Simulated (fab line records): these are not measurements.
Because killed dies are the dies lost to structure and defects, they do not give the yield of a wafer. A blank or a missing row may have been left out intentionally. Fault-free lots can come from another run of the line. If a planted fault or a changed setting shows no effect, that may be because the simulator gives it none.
fab line records -- flow nand-harc
[record] lots = 6, wafers = 18, last-day = 34
route steps=1302 shown A_CHANNEL_HOLE_D2@608 A_CHANNEL_FILL_D2@610 END@1302
lots untouched by any fault: they come from a run of this same line in which no faults occurred
start-h: the number of hours between the record's first day and the start of the first shown wafer of the lot -- wait-h: hours since the lot's step before -- " repeats the value in the row above -- L1.1+2: a single row standing in for several wafers -- - value missing, or start not given -- * or withheld: withheld -- < > ~ a bound
route shown NAME@n: a module of which the file shows steps, and the number in the route of the first -- usual: mean/standard deviation of fault-free wafers -- same: alike in all rows -- chamber/n: place in a boat -- sites: readings site by site -- _std_site: standard deviation across them -- _edge_site: mean of outer sites minus mean of inner sites -- radius-mm: how far each site lies from the wafer's centre -- mask NAME#n: copy n -- behind: tool/chamber where the wafer was last shaped -- hold: why the lot went on hold/how many hours it stayed there/how the hold came to an end -- device: which transistor (n, p or np) failed to switch -- end of line: tests run on the same wafers once the route is complete -- where a step has no rows: the recipe by itself -- killed: the dies lost at the first sort to structure and to defects; this is not the yield of the wafer -- map: dies across one wafer; x = killed, . = not, _ = none there
set.NAME: the setting that was run; set.NAME@STEP: the one run at that earlier step -- model.NAME: the simulator's own value behind a step, which no gauge read
lots seen at some steps along the route; tables by step, rows by wafer
services: the hour from which a tool's chamber was out of use, counted from the record's first day as start-h (under 0 if before that day), plus the number of hours and why
[[steps]]
[step NHARC_A_CHANNEL_HOLE_D2_XSEM_32]
[recipe] landing-energy-ev = 35000
[usual] bot-cd-nm = 74.8/1.1, bow-nm = 8.62/0.24, tilt-deg = 0.08/0.036
lot.wafer,tool,chamber,start-h,wait-h,bot-cd-nm,bow-nm,tilt-deg
L682.3,xsem-01,0,315.73,0.1,75.0,8.52,0.04
L682.5,xsem-01,0,315.73,0.1,75.9,8.58,0.04
L682.6,xsem-01,0,315.73,0.1,74.8,8.61,0.04
L690.1,xsem-01,0,404.16,0.1,75.1,8.54,0.14
L690.2,xsem-01,0,404.16,0.1,73.3,8.58,0.14
L690.5,xsem-01,0,404.16,0.1,74.1,8.50,0.14
L694.3,xsem-01,0,422.63,0.1,74.5,8.50,0.08
L694.4,xsem-01,0,422.63,0.1,73.6,8.61,0.08
L694.6,xsem-01,0,422.63,0.1,75.1,8.56,0.08
L696.2,xsem-02,0,442.06,0.1,77.0,9.06,0.08
L696.5,xsem-02,0,442.06,0.1,78.3,9.06,0.07
L696.6,xsem-02,0,442.06,0.1,76.6,8.95,0.07
L704.1,xsem-02,0,537.83,0.1,75.0,8.38,0.09
L704.4,xsem-02,0,537.83,0.1,74.6,8.32,0.09
L704.5,xsem-02,0,537.83,0.1,75.1,8.30,0.09
L703.1,xsem-01,0,538.72,0.1,74.9,8.09,0.06
L703.3,xsem-01,0,538.72,0.1,74.7,8.05,0.06
L703.4,xsem-01,0,538.72,0.1,73.4,8.05,0.06
[step NHARC_A_CHANNEL_HOLE_D2_INSPECT_40]
[usual] raw-defect-count = 298/77
lot.wafer,tool,chamber,start-h,wait-h,raw-defect-count
L682.3,defect-inspect-02,-,315.82,-,326
L682.5,defect-inspect-02,-,315.82,-,349
L682.6,defect-inspect-02,-,315.82,-,386
L690.1,defect-inspect-02,-,404.25,-,362
L690.2,defect-inspect-02,-,404.25,-,253
L690.5,defect-inspect-02,-,404.25,-,242
L694.3,defect-inspect-02,-,422.73,-,286
L694.4,defect-inspect-02,-,422.73,-,151
L694.6,defect-inspect-02,-,422.73,-,170
L696.2,defect-inspect-01,-,442.16,-,564
L696.5,defect-inspect-01,-,442.16,-,229
L696.6,defect-inspect-01,-,442.16,-,403
L704.1,defect-inspect-01,-,537.93,-,270
L704.4,defect-inspect-01,-,537.93,-,275
L704.5,defect-inspect-01,-,537.93,-,302
L703.1,defect-inspect-02,-,538.81,-,259
L703.3,defect-inspect-02,-,538.81,-,291
L703.4,defect-inspect-02,-,538.81,-,388
[step NHARC_A_CHANNEL_FILL_D2_PRECLEAN_00]
[recipe] time-s = *, temp-c = 50, bath-age-min = 0, chemistry = SC1
[step NHARC_A_CHANNEL_FILL_D2_SRD_01]
[step NHARC_A_CHANNEL_FILL_D2_ALD_02]
[recipe] target-thk-a = 60, pulse-time-s = 10, ald-cycles = 60, temp-c = 300, material = SiO2
[usual] heater-power-w = 486/54, precursor-pulse-height-rel = 1.000/0.02
lot.wafer,tool,chamber,start-h,wait-h,heater-power-w,precursor-pulse-height-rel
L682.3,ald-hk-03,0,316.16,-,520,0.977
L682.5,ald-hk-03,2,316.16,-,453,0.994
L682.6,ald-hk-03,3,316.16,-,506,0.997
L690.2,ald-hk-03,2,404.45,-,462,1.000
L690.1,ald-hk-03,0,404.45,-,533,0.965
L690.5,ald-hk-03,3,404.45,-,557,0.973
L694.4,ald-hk-04,0,423.06,-,528,0.992
L694.3,ald-hk-04,1,423.06,-,501,1.027
L694.6,ald-hk-04,3,423.06,-,449,0.994
L696.2,ald-hk-03,2,442.56,-,462,0.994
L696.5,ald-hk-03,3,442.56,-,567,1.003
L696.6,ald-hk-03,0,442.56,-,529,1.016
L704.1,ald-hk-03,0,538.12,-,526,1.035
L704.4,ald-hk-03,3,538.12,-,557,1.009
L704.5,ald-hk-03,1,538.12,-,410,0.985
L703.1,ald-hk-01,2,539.08,-,460,1.021
L703.3,ald-hk-01,3,539.08,-,440,1.043
L703.4,ald-hk-01,0,539.08,-,505,0.973
[step NHARC_A_CHANNEL_FILL_D2_ALD_03]
[recipe] target-thk-a = 60, pulse-time-s = 60, ald-cycles = 58, temp-c = 630, pressure-torr = 2, material = SiNx
[usual] precursor-pulse-height-rel = 1.001/0.02
lot.wafer,tool,chamber,start-h,wait-h,precursor-pulse-height-rel
L682.3,ald-sin-batch-01,0,-,-,1.043
L682.5,ald-sin-batch-01,0,-,-,0.978
L682.6,ald-sin-batch-01,0,-,-,1.019
L690.1,ald-sin-batch-01,0,-,-,0.996
L690.2,ald-sin-batch-01,0,-,-,1.035
L690.5,ald-sin-batch-01,0,-,-,0.974
L694.3,ald-sin-batch-02,0,-,-,0.996
L694.4,ald-sin-batch-02,0,-,-,1.000
L694.6,ald-sin-batch-02,0,-,-,0.984
L696.2,ald-sin-batch-01,0,-,-,1.009
L696.5,ald-sin-batch-01,0,-,-,0.991
L696.6,ald-sin-batch-01,0,-,-,1.034
L703.1,ald-sin-batch-01,0,-,-,1.016
L703.3,ald-sin-batch-01,0,-,-,1.017
L703.4,ald-sin-batch-01,0,-,-,1.048
L704.1,ald-sin-batch-01,0,-,-,0.950
L704.4,ald-sin-batch-01,0,-,-,1.006
L704.5,ald-sin-batch-01,0,-,-,0.970
[step NHARC_A_CHANNEL_FILL_D2_ALD_14]
[recipe] target-thk-a = 25, pulse-time-s = 10, ald-cycles = 25, temp-c = 300, material = SiO2
[step NHARC_A_CHANNEL_FILL_D2_ALD_15]
[recipe] target-thk-a = 20, pulse-time-s = 60, ald-cycles = 19, temp-c = 630, pressure-torr = 2, material = SiNx
[usual] precursor-pulse-height-rel = 1.001/0.021
lot.wafer,tool,chamber,start-h,wait-h,precursor-pulse-height-rel
L682.3,ald-sin-batch-02,0,-,-,0.989
L682.5,ald-sin-batch-02,0,-,-,1.001
L682.6,ald-sin-batch-02,0,-,-,1.038
L690.1,ald-sin-batch-01,0,414.81,3.2,1.043
L690.2,ald-sin-batch-01,0,414.81,3.2,1.010
L690.5,ald-sin-batch-01,0,414.81,3.2,0.995
L694.3,ald-sin-batch-03,0,-,-,1.031
L694.4,ald-sin-batch-03,0,-,-,0.998
L694.6,ald-sin-batch-03,0,-,-,1.001
L696.2,ald-sin-batch-01,0,-,-,0.993
L696.5,ald-sin-batch-01,0,-,-,1.015
L696.6,ald-sin-batch-01,0,-,-,0.996
L703.1,ald-sin-batch-01,0,-,-,1.004
L703.3,ald-sin-batch-01,0,-,-,1.004
L703.4,ald-sin-batch-01,0,-,-,1.003
L704.1,ald-sin-batch-01,0,-,-,1.020
L704.4,ald-sin-batch-01,0,-,-,1.029
L704.5,ald-sin-batch-01,0,-,-,1.016
[step NHARC_A_CHANNEL_FILL_D2_ALD_16]
[recipe] target-thk-a = 15, pulse-time-s = 10, ald-cycles = 15, temp-c = 300, material = SiO2
[step NHARC_A_CHANNEL_FILL_D2_ANNEAL_17]
[recipe] temp-c = 850, time-s = 1800
[step NHARC_A_CHANNEL_FILL_D2_CVD_18]
[recipe] target-thk-a = 30, temp-c = 550, material = poly-Si
[step NHARC_A_CHANNEL_FILL_D2_ETCHBACK_19]
[recipe] target-depth-a = 50, time-s = 1.7, hbr-flow-sccm = 150, cl2-flow-sccm = 50, rf-w = 400, icp-w = 400, bias-w = 100, chemistry = HBr/Cl2
[usual] drypump-motor-current-A = 5.6/0.35, oes-product-au = 0.999/0.0075, throttle-valve-pct = 26.406/0.0085
lot.wafer,tool,chamber,start-h,wait-h,drypump-motor-current-A,oes-product-au,rf-hours-counter-h,throttle-valve-pct
L682.3,rie-si-04,3,340.56,0.4,5.9,0.999,1.13,26.402
L682.5,rie-si-04,3,340.56,0.4,5.9,0.997,-,26.396
L682.6,rie-si-04,1,340.56,0.4,6.0,1.000,-,26.413
L690.1,rie-si-03,1,428.98,0.4,5.8,0.986,0.09,26.400
L690.2,rie-si-03,2,428.98,0.4,5.0,0.998,0.12,26.417
L690.5,rie-si-03,2,428.98,0.4,5.0,0.996,-,26.402
L694.3,rie-si-03,2,446.91,0.4,5.1,0.996,0.25,26.406
L694.4,rie-si-03,0,446.91,0.4,5.2,0.987,-,26.414
L694.6,rie-si-03,2,446.91,0.4,5.1,0.999,-,26.415
L696.2,rie-si-03,3,467.29,0.4,5.9,1.005,0.22,26.400
L696.5,rie-si-03,3,467.29,0.4,5.9,1.006,-,26.397
L696.6,rie-si-03,0,467.29,0.4,5.3,0.993,-,26.411
L704.1,rie-si-04,0,559.07,0.4,5.6,0.997,0.14,26.402
L704.4,rie-si-04,1,559.07,0.4,6.0,0.997,0.13,26.412
L704.5,rie-si-04,0,559.07,0.4,5.5,0.996,-,26.402
L703.3,rie-si-03,2,559.07,0.4,5.0,1.013,0.94,26.409
L703.1,rie-si-03,3,559.07,0.4,5.9,1.000,0.70,26.413
L703.4,rie-si-03,3,559.07,0.4,5.9,1.004,-,26.405
[step NHARC_A_CHANNEL_FILL_D2_ETCHBACK_20]
[recipe] target-depth-a = 270, time-s = 13.5, c4f8-flow-sccm = withheld, o2-flow-sccm = 8, ar-flow-sccm = withheld, rf-w = 600, bias-w = 1500, chemistry = C4F8/O2/Ar
[usual] oes-product-au = 0.987/0.023, rf-vpp-V = 979/4.7, run-length-s = 34.5/0.33
lot.wafer,tool,chamber,start-h,wait-h,oes-product-au,rf-hours-counter-h,rf-vpp-V,run-length-s
L682.3,rie-diel-12,0,340.72,-,1.000,2,987,34.4
L682.6,rie-diel-12,0,340.72,-,0.996,-,987,34.5
L682.5,rie-diel-12,1,340.72,-,1.000,-,974,35.3
L690.1,rie-diel-08,3,429.11,-,0.950,1,978,34.5
L690.2,rie-diel-08,2,429.11,-,0.968,1,975,35.4
L690.5,rie-diel-08,3,429.11,-,0.947,-,977,34.4
L694.4,rie-diel-08,2,447.04,-,0.988,2,975,35.2
L694.3,rie-diel-08,0,447.04,-,1.001,2,978,29.6
L694.6,rie-diel-08,3,447.04,-,0.994,-,978,34.3
L696.2,rie-diel-08,3,467.45,-,1.006,2,977,34.6
L696.5,rie-diel-08,0,467.45,-,1.004,-,979,29.6
L696.6,rie-diel-08,1,467.45,-,1.006,-,975,34.5
L704.4,rie-diel-03,1,559.18,-,0.998,13,983,34.6
L704.1,rie-diel-03,0,559.18,-,0.993,13,980,34.0
L704.5,rie-diel-03,1,559.18,-,1.003,-,984,34.3
L703.1,rie-diel-03,1,559.24,-,0.998,13,985,34.3
L703.4,rie-diel-03,3,559.24,-,1.000,14,982,34.4
L703.3,rie-diel-03,0,559.24,-,0.997,13,978,33.9
[step NHARC_A_CHANNEL_FILL_D2_STRIP_28]
[recipe] time-s = 20, o2-flow-sccm = 500, ar-flow-sccm = 0, bias-w = 0, chemistry = O2
[step NHARC_END_SORT_01]
[recipe] temp-c = 25
[usual] killed-at-array = 62/16, killed-at-other = 0.8/1.1, killed-at-periphery = 4/3.2, killed-dies = 67/16, killed-open = 3.5/1.9, killed-short = 2.1/1.5
[same] gross-dies = 677
lot.wafer,tool,chamber,start-h,wait-h,killed-at-array,killed-at-other,killed-at-periphery,killed-dies,killed-open,killed-short
L694.3,prober-02,0,683.98,3.1,655,1,3,659,0,2
L696.5,prober-02,0,701.17,3.6,655,0,2,657,4,0
// killed by level:class
L694.3 A_CHANNEL_FILL_D2:area-etchback=603 A_CHANNEL_HOLE_D1:chamber-film-flake=38 A_SLIT:chamber-film-flake=7 A_CONTACT:chamber-film-flake=3 P_M2:chamber-film-flake=2 A_STAIRCASE:chamber-film-flake=2 A_CHANNEL_FILL_D1:geometric-particle:short=1 A_SGD_CUT:geometric-particle:short=1
L696.5 A_CHANNEL_FILL_D2:area-etchback=600 A_CHANNEL_HOLE_D1:chamber-film-flake=37 A_CONTACT:chamber-film-flake=5 A_SLIT:chamber-film-flake=3 P_GATE:chamber-film-flake=2 A_CHANNEL_FILL_D1:chamber-film-flake=2 A_STAIRCASE:chamber-film-flake=2 A_WL_FILL:chamber-film-flake=2
// map L694.3 (x killed, . not)
____________x____________
_________xxxxxxx_________
_______xxxxxxxxxxx_______
______xxxxxxxxxxxxx______
_____xxxxxxxxxxxxxxx_____
____xxxxxxxxxxxxxxxxx____
____xxxxxxxxxxxxxxxxx____
___xxxxxxxxxxxxxxxxxxx___
___xxxxxxxxxxxxxxxxxxx___
__xxxxxxxxxxxxxxxxxxxxx__
__xxxxxxxxxx.xxxxxxxxxx__
_xxxx.xxxxxxxxxxxxxxxxxx_
_xxxxxxxxxxxxxxxxxxxxxxx_
_xxxxxxxxxxxxxxxxxxxxxxx_
_xxxxxxxxxxxxxxxxxxxxxxx_
_xxxxxxxxxxxx.xxxxxxxxxx_
xxxxxxxxxxxxxx.xxxxxxxxxx
xxxxxxxxxx.xxxx.xxxxxxxxx
xxxxxxxx.xxx.xxxxxxxxxxxx
xxxxx.xxxxx.xxx.x.xxxxxxx
xxxxxxxx.xxxxxxxxxxxxxxxx
_xxxxxxxxxxxxxxxxxxxxxxx_
_xxxxxxxxxxx.xxxxxxxxxxx_
_xxxxxxxxxxxx.xxxxxxxxxx_
_xxxxxx.xxxxxxxxx.xxxxxx_
_xxxxxxxxxxxxxxxxxxxxxxx_
__xxxxxxxxxxxxxxxxx.xxx__
__xxxxxxxxxxxxxxxxxxxxx__
___xxxxxxxxxxxxxxxxxxx___
___xxxxxxxxxxxxxxxxxxx___
____xxxxxxxxxxxxxxxxx____
____xxxxxxxxxxxxxxxxx____
_____xxxxxxxxxxxxxxx_____
______xxxxxxxxxxxxx______
_______xxxxxxxxxxx_______
_________xxxxxxx_________
____________x____________
// map L696.5 (x killed, . not)
____________x____________
_________xxxxxxx_________
_______xxxxxxxxxxx_______
______xxxxxxxxxxxxx______
_____xxxxxxxxxxxxxxx_____
____xxxxxxxxxxxxxxxxx____
____xxxxxxxxxxxxxxxxx____
___xxxxxx.xxxxxxxxxxxx___
___xxxxxxxxxxxxxxxxxxx___
__xxxxxxxxxxxxxxxxxxxxx__
__xxxxxxxxxxxx.xxxxxxxx__
_xxxxxxxxxxxx.xxxxxxxxxx_
_xxxxxxxxxxxx.xxxxxxxxxx_
_xxxxxx.xxxxxxxxxxxxxxxx_
_xxxxxx.xxxxxxxxxxxxxxxx_
_xxxxxxxxxxxx.xxx.xxxxxx_
xxxxxxxx.xxxx.xxx.xxxxxxx
xxxxxxxxxxxxx.xxxxxxxxxxx
xxxxxxxxxxxxxxxxxxxxxxxxx
xxxxxxxxxxxxxxx.xxxxxxxxx
xxxxxxxxx.xxxx.xxxxxxxxxx
_xxxxxx.xxxx.xxxxxxxxxxx_
_xxxxxxxxxx.xxxxxxxxxxxx_
_xxxxxxxxxxxxxxxxxxxxxxx_
_xxxxxxxxxxxxxx.xxxxxxxx_
_xxxxxxxxxxxxxxxxxxxxxxx_
__xxxxxxxxxxxxxxxxxxxxx__
__xxxxxxxxxxxxxxxxxxxxx__
___xxxxxxxxxxxx.xxxxxx___
___xxxxxxxxxxxxxxxxxxx___
____xxxxxxxxxxxxxxxxx____
____xxxxxxxxxxxxxxxxx____
_____xxxxxxxxxxxxxxx_____
______xxxxxxxxxxxxx______
_______xxxxxxxxxxx_______
_________xxxxxxx_________
____________x____________
[[services]]
tool,chamber,start-h,hours,kind
rie-si-03,2,292.81,3.5,repair
ald-hk-03,-,311.16,0.5,repair
rie-si-04,2,336.48,6.8,repair
rie-si-04,-,342.00,9.0,pm
rie-si-03,-,342.32,0.1,repair
rie-diel-08,-,348.02,1.2,repair
rie-si-03,0,353.26,14.9,repair
rie-diel-08,-,367.80,9.0,pm
rie-diel-03,1,371.56,10.6,repair
rie-diel-03,0,373.35,8.3,repair
xsem-01,-,374.00,14.0,pm
rie-si-04,2,375.42,9.3,repair
rie-si-04,2,389.17,12.9,repair
ald-hk-03,-,390.00,10.0,pm
rie-si-03,-,398.00,9.0,pm
rie-si-03,3,446.49,14.1,repair
rie-diel-03,-,458.30,9.0,pm
rie-diel-08,1,460.68,6.6,repair
rie-si-04,2,462.64,2.0,repair
rie-si-03,0,472.08,3.9,repair
ald-sin-batch-01,-,507.39,26.0,pm
rie-si-04,-,519.00,9.0,pm
rie-diel-08,-,544.80,9.0,pm
rie-si-03,1,552.54,7.6,repair
[[key]]
[first-sign] step = NHARC_A_CHANNEL_FILL_D2_ETCHBACK_20, reading = run-length-s, direction = down, sigmas = 15, usual = *, struck = *
[effect] step = NHARC_END_SORT_01, reading = killed-at-array, direction = up, sigmas = 36, usual = 62, struck = 655
[more-kills-born-at] NHARC_A_CHANNEL_FILL_D2_ETCHBACK_20@rie-diel-08 = 1203
met-at NHARC_A_CHANNEL_FILL_D2_ETCHBACK_20
struck-wafers L694.3,L696.5
later-rows-left-out L694.3,L696.5
tester-left-out L694,L696
[fault] kind = process-parameter-drift, tool = rie-diel-08, chamber = 0, onset-h = 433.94, steps = NHARC_A_CHANNEL_FILL_D2_ETCHBACK_20, channel = time-s, offset = *, shape = step, end-h = 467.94, acts-in = *, stated = *
// tester-left-out: of these lots the tester's yield and bins aren't shown, on N5 and GAA mostly nor the transistor test; their killed dies are dies lost to structure and defects alone, not to doping, threshold or leakage, so they don't give the yield
// later-rows-left-out: the simulator's readings of these wafers behind a module that went badly wrong aren't trusted and aren't shown, but for the sort
